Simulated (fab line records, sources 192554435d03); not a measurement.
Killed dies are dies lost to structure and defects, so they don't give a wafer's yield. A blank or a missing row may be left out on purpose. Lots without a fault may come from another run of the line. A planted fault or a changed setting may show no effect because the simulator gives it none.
Which tool did it? | flow n5_finfet | 24 lots, 72 wafers sampled, at 1 step of a route of 1938

WHAT THE GAUGES READ, wafer by wafer
N5_BEOL_M1_CD_MEAS_35: target cd 18 nm, target cd y 21 nm.
lot  | measured     | on        | cd_nm (nm)
L074 | day 6 07:15  | cd_sem-02 | 17.5 18.8 18.4
L075 | day 6 10:08  | cd_sem-01 | 18.6 18.6 18.1
L076 | day 6 10:29  | cd_sem-01 | 18.0 18.0 18.1
L077 | day 6 23:34  | cd_sem-02 | 17.7 18.4 18.0
L078 | day 7 06:29  | cd_sem-03 | 17.2 17.1 17.8
L079 | day 7 10:34  | cd_sem-01 | 17.9 18.9 18.7
L080 | day 7 21:29  | cd_sem-03 | 18.8 18.7 18.2
L081 | day 8 09:59  | cd_sem-03 | 17.6 18.6 18.0
L082 | day 8 10:29  | cd_sem-01 | 18.6 19.0 18.9
L083 | day 8 12:37  | cd_sem-01 | 18.2 17.7 17.9
L084 | day 8 14:32  | cd_sem-03 | 19.1 18.8 18.5
L085 | day 9 05:42  | cd_sem-03 | 17.9 18.7 18.6
L086 | day 9 08:24  | cd_sem-02 | 18.4 18.3 18.6
L087 | day 9 11:27  | cd_sem-02 | 17.8 18.6 18.1
L088 | day 9 15:55  | cd_sem-02 | 17.7 18.0 17.7
L089 | day 9 23:09  | cd_sem-01 | 18.3 18.2 18.6
L090 | day 10 06:29 | cd_sem-01 | 18.3 18.2 18.2
L091 | day 10 09:38 | cd_sem-02 | 17.9 17.9 18.5
L092 | day 10 18:14 | cd_sem-02 | 18.6 18.0 17.8
L094 | day 11 07:20 | cd_sem-02 | 17.9 18.6 18.1
L093 | day 11 10:15 | cd_sem-03 | 18.2 17.9 18.1
L095 | day 11 19:42 | cd_sem-03 | 18.4 17.9 17.6
L096 | day 11 20:04 | cd_sem-01 | 17.6 18.5 18.0
L097 | day 12 02:56 | cd_sem-02 | 18.1 17.8 18.0

WHICH TOOL RAN EACH LOT (tool, then ch and the chambers of the sampled wafers, then the start)
The record holds no process step before these readings.

WHAT THE TOOLS THEMSELVES READ (means of the sampled wafers that have a number; where no wafer has one, the mark that the record gives instead)
The record holds no such reading with a usual standard deviation.

THE ANSWER, worked out from the rows above alone
Rule: what is usual is taken from the lots themselves. Put in order of their means at a reading, lots are off if they are a third of the lots or fewer, leave a main group of 4 or more, and stand apart from it by a gap of 3 or more times the standard deviation of the main group's means; of several such gaps the widest counts. A main group whose means are all the same, to the digits that the tables above print for the reading, isn't used. A lot without any number at a reading at which 4 lots or more have one is off too. The other lots that the step has rows for count as sound. The gauges are gone through in route order, then the tools' own readings, and for those a lot's mean is taken as printed above. The first step at which some lot is off is used, and at that step the reading that is off furthest; a lot without a number counts as furthest.
No lot is off at any reading shown: from this, nothing can be told.

WHAT THE SIMULATOR HAD PUT IN
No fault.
